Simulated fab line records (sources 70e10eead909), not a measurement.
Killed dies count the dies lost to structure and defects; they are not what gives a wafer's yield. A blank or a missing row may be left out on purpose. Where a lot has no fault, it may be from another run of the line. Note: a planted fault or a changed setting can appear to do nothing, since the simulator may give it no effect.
Matching of chambers | flow nandHarc | pecvd-04 running NHARC_A_CONTACT_DEP_85: 3 sister chambers
The step deposits SiON, target thk 60 nm. 6 wafers are shown with their chamber, then 12 later ones without.

WAFERS, EACH WITH ITS CHAMBER
wafer  | chamber | heaterPowerW (W)
L091.4 | 1       | 750
L091.5 | 2       | 643
L091.6 | 0       | 684
L092.4 | 0       | 783
L092.5 | 2       | 689
L092.6 | 1       | 655

WAFERS MISSING THEIR CHAMBER
wafer  | heaterPowerW (W)
L093.2 | 731
L093.3 | 757
L093.6 | 760
L094.1 | 574
L094.3 | 795
L094.4 | 610
L095.3 | 626
L095.5 | 638
L095.6 | 758
L096.2 | 776
L096.3 | 666
L096.4 | 777

THE CHAMBER EACH PASSED THROUGH
wafer  | from the rows above          | in truth
L093.2 | can't be placed: 0 or 1 or 2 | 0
L093.3 | can't be placed: 0 or 1 or 2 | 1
L093.6 | can't be placed: 0 or 1 or 2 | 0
L094.1 | can't be placed: 2 or 1 or 0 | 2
L094.3 | can't be placed: 0 or 1 or 2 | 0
L094.4 | can't be placed: 2 or 1 or 0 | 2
L095.3 | can't be placed: 2 or 1 or 0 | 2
L095.5 | can't be placed: 2 or 1 or 0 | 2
L095.6 | can't be placed: 0 or 1 or 2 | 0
L096.2 | can't be placed: 0 or 1 or 2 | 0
L096.3 | can't be placed: 2 or 1 or 0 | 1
L096.4 | can't be placed: 0 or 1 or 2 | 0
Correct placement for 0 of the 12. These rows do not allow placing 12 (true chamber among the candidates in 12). Wrongly placed: 0.
How it was worked out, from the rows above alone: a wafer's distance from a chamber is the root of the sum, over the readings, of the square of ((its reading less the chamber's mean) divided by the reading's scatter). The wafer belongs to the nearest chamber; if the next one is less than 2 further off, it can't be placed. For every chamber, the mean is computed from those of its wafers that are shown. The scatter is the square root of a quotient: the sum, over the shown wafers, of each reading's squared deviation from its chamber's mean, divided by wafers minus chambers.
